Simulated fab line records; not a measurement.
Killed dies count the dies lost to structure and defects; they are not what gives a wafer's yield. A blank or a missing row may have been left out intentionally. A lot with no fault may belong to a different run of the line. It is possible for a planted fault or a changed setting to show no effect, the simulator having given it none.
Which tool did it?    flow n5 finfet    23 lots, 69 wafers sampled, at 3 steps of a route of 1938

== WHAT THE GAUGES READ, wafer by wafer ==
N5_BEOL_M9_INSPECT_30: inspects for defects (brightfield).
lot   measured      on                 raw defect count
L074  day 9 16:46   defect inspect-02  425 471 506
L075  day 9 22:18   defect inspect-02  383 401 367
L076  day 10 06:23  defect inspect-02  282 385 455
L077  day 10 06:47  defect inspect-02  453 378 452
L078  day 10 18:17  defect inspect-01  264 351 271
L079  day 10 18:29  defect inspect-02  511 722 373
L080  day 11 04:28  defect inspect-02  517 463 405
L082  day 11 09:29  defect inspect-01  481 507 304
L081  day 11 09:13  defect inspect-01  250 360 409
L083  day 11 18:26  defect inspect-01  311 386 398
L085  day 11 23:59  defect inspect-02  417 428 374
L084  day 12 03:22  defect inspect-01  445 452 577
L086  day 13 02:32  defect inspect-01  348 262 287
L087  day 13 06:04  defect inspect-01  282 299 429
L089  day 13 10:21  defect inspect-02  347 371 290
L088  day 13 17:56  defect inspect-01  539 441 359
L091  day 13 21:43  defect inspect-01  349 287 420
L090  day 14 17:01  defect inspect-02  517 423 491
L092  day 15 02:50  defect inspect-01  371 415 343
L093  day 15 23:28  defect inspect-02  456 626 451
L094  day 16 02:48  defect inspect-01  402 477 331
L097  day 17 03:46  defect inspect-01  482 413 388
L095  day 17 16:07  defect inspect-01  442 555 369

== WHAT TOOL EACH LOT RAN ON (gives the tool, then ch and the chambers of the sampled wafers, and finally the start) ==
lot   N5_BEOL_M8_TRENCH_ETCH_37                      N5_BEOL_M9_ILD_DEP_00
L074  rie diel-05 ch 0,2,3, day 9 11:53 or earlier   pecvd-02 ch 0,1, day 9 11:53
L075  rie diel-05 ch 0,3, day 9 19:01 or earlier     pecvd-03 ch 0,2, day 9 19:01
L076  rie diel-03 ch 0,1,3, day 10 00:32 or earlier  pecvd-01 ch 0,1,2, day 10 00:32
L077  rie diel-03 ch 0,3, day 10 00:38 or earlier    pecvd-01 ch 0,2, day 10 00:38
L078  rie diel-05 ch 2,3, day 10 12:24 or earlier    pecvd-01 ch 0,1,2, day 10 12:24
L079  rie diel-05 ch 1,2,3, day 10 15:41 or earlier  pecvd-02 ch 0,2, day 10 15:41
L080  rie diel-01 ch 1,2,3, day 11 00:26 or earlier  pecvd-02 ch 0,2, day 11 00:26
L082  rie diel-05 ch 0,2, day 11 04:23 or earlier    pecvd-03 ch 0,2, day 11 04:23
L081  rie diel-03 ch 0,2,3, day 11 05:26 or earlier  pecvd-03 ch 0,1,2, day 11 05:26
L083  rie diel-01 ch 0,2,3, day 11 12:37 or earlier  pecvd-01 ch 0,1, day 11 12:37
L085  rie diel-03 ch 1,2,3, day 11 20:00 or earlier  pecvd-02 ch 0,1,2, day 11 20:00
L084  rie diel-03 ch 0,3, day 11 20:34 or earlier    pecvd-02 ch 0,1,2, day 11 20:34
L086  rie diel-05 ch 0,1,3, day 12 22:06 or earlier  pecvd-03 ch 0,2, day 12 22:06
L087  rie diel-03 ch 0,3, day 13 02:38 or earlier    pecvd-01 ch 0,1,2, day 13 02:38
L089  rie diel-03 ch 0,2,3, day 13 08:10 or earlier  pecvd-02 ch 0,2, day 13 08:10
L088  rie diel-03 ch 0,2, day 13 12:07 or earlier    pecvd-03 ch 0,2, day 13 12:07
L091  rie diel-05 ch 0,1,2, day 13 16:10 or earlier  pecvd-02 ch 0,1,2, day 13 16:10
L090  rie diel-05 ch 0,1, day 14 08:54 or earlier    pecvd-01 ch 0,1,2, day 14 08:54
L092  rie diel-05 ch 1,2,3, day 15 00:23 or earlier  pecvd-03 ch 0,2, day 15 00:23
L093  rie diel-03 ch 1,2,3, day 15 16:18 or earlier  pecvd-01 ch 0,1, day 15 16:18
L094  rie diel-03 ch 0,2,3, day 15 21:40 or earlier  pecvd-03 ch 1,2, day 15 21:40
L097  rie diel-01 ch 2,3, day 17 00:23 or earlier    pecvd-01 ch 0,1,2, day 17 00:23
L095  rie diel-05 ch 0,1,3, day 17 10:20 or earlier  pecvd-03 ch 0,1,2, day 17 10:20
- N5_BEOL_M8_TRENCH_ETCH_37: etches SiCOH lowk in C4F6/O2, target depth 93.478 nm, time 31.2 s.
- N5_BEOL_M9_ILD_DEP_00: deposits SiCOH lowk from DEMS/porogen, target thk 308.51 nm, time 58 s.

== WHAT THE TOOLS THEMSELVES READ (means of the sampled wafers that have a number; where no wafer has one, the mark that the record gives instead) ==
N5_BEOL_M8_TRENCH_ETCH_37.
lot   tool         drypump motor current A (A)  oes product au (a.u.)  rf vpp V (V)  showerhead plenum p Torr (Torr)  throttle valve pct (%)
L074  rie diel-05  6.1                          0.71                   655           2.78                             20.93
L075  rie diel-05  6.1                          0.70                   642           2.70                             20.84
L076  rie diel-03  5.8                          0.79                   667           2.81                             20.88
L077  rie diel-03  5.5                          0.70                   669           2.78                             21.16
L078  rie diel-05  6.1                          0.71                   654           2.77                             20.94
L079  rie diel-05  5.9                          0.70                   657           2.81                             21.01
L080  rie diel-01  5.8                          0.88                   674           2.93                             20.91
L082  rie diel-05  6.1                          0.79                   672           2.97                             20.95
L081  rie diel-03  5.5                          0.77                   667           2.81                             21.10
L083  rie diel-01  5.4                          0.82                   671           2.95                             20.95
L085  rie diel-03  5.5                          0.86                   662           2.77                             20.83
L084  rie diel-03  5.5                          0.68                   669           2.77                             21.19
L086  rie diel-05  5.9                          0.84                   649           2.83                             20.69
L087  rie diel-03  5.8                          0.67                   670           2.84                             21.20
L089  rie diel-03  5.5                          0.75                   667           2.81                             21.14
L088  rie diel-03  5.9                          0.74                   669           2.88                             21.13
L091  rie diel-05  5.9                          0.83                   662           2.91                             20.81
L090  rie diel-05  5.7                          0.89                   652           2.86                             20.67
L092  rie diel-05  5.9                          0.86                   660           2.90                             20.82
L093  rie diel-03  5.5                          0.91                   665           2.86                             20.73
L094  rie diel-03  5.5                          0.94                   670           2.91                             20.88
L097  rie diel-01  5.6                          0.80                   664           2.96                             21.15
L095  rie diel-05  5.9                          0.88                   651           2.93                             20.62

N5_BEOL_M9_ILD_DEP_00.
lot   tool      heater power outer w (W)  heater power w (W)  showerhead plenum p Torr (Torr)  susceptor temp C (C)  throttle valve pct (%)
L074  pecvd-02  170                       366                 5.730                            299.97                14.1
L075  pecvd-03  135                       266                 5.756                            299.94                13.1
L076  pecvd-01  157                       323                 5.734                            299.96                13.4
L077  pecvd-01  167                       334                 5.741                            300.21                13.4
L078  pecvd-01  153                       322                 5.752                            300.06                13.5
L079  pecvd-02  168                       316                 5.742                            300.20                12.7
L080  pecvd-02  168                       315                 5.734                            300.10                12.7
L082  pecvd-03  130                       262                 5.750                            299.99                13.0
L081  pecvd-03  139                       283                 5.760                            299.97                13.9
L083  pecvd-01  150                       327                 5.742                            299.79                13.8
L085  pecvd-02  175                       340                 5.747                            299.95                13.4
L084  pecvd-02  165                       332                 5.731                            300.05                13.4
L086  pecvd-03  147                       302                 5.753                            300.02                14.1
L087  pecvd-01  160                       328                 5.741                            299.88                13.4
L089  pecvd-02  168                       312                 5.730                            300.03                12.7
L088  pecvd-03  126                       257                 5.744                            300.00                13.3
L091  pecvd-02  168                       342                 5.747                            300.01                13.4
L090  pecvd-01  171                       344                 5.747                            299.97                13.4
L092  pecvd-03  124                       258                 5.744                            299.99                13.1
L093  pecvd-01  119                       281                 5.741                            299.90                13.5
L094  pecvd-03  131                       280                 5.755                            299.94                14.0
L097  pecvd-01  150                       311                 5.746                            299.79                13.5
L095  pecvd-03  150                       305                 5.767                            300.03                14.2

== THE ANSWER, worked out from the rows above alone ==
Rule: what is usual is taken from the lots themselves. The widest of any qualifying gaps counts: lots, ordered by their means at a reading, are off when they make up no more than a third of the lots, leave a main group of 4 or more, and stand apart from it by 3 or more times the standard deviation of that group's means. A main group is skipped when, at the precision printed for the reading in the tables above, its means are all equal. A lot without any number at a reading at which 4 lots or more have one is off too. The other lots that the step has rows for count as sound. First the gauges in route order, then the tools' own readings, where a lot's mean is used as printed above. At the first step where some lot is off, the reading lying furthest off is the one used; lots without a number count as furthest.
No lot is off at any reading shown: from this, nothing can be told.

== WHAT THE SIMULATOR HAD PUT IN ==
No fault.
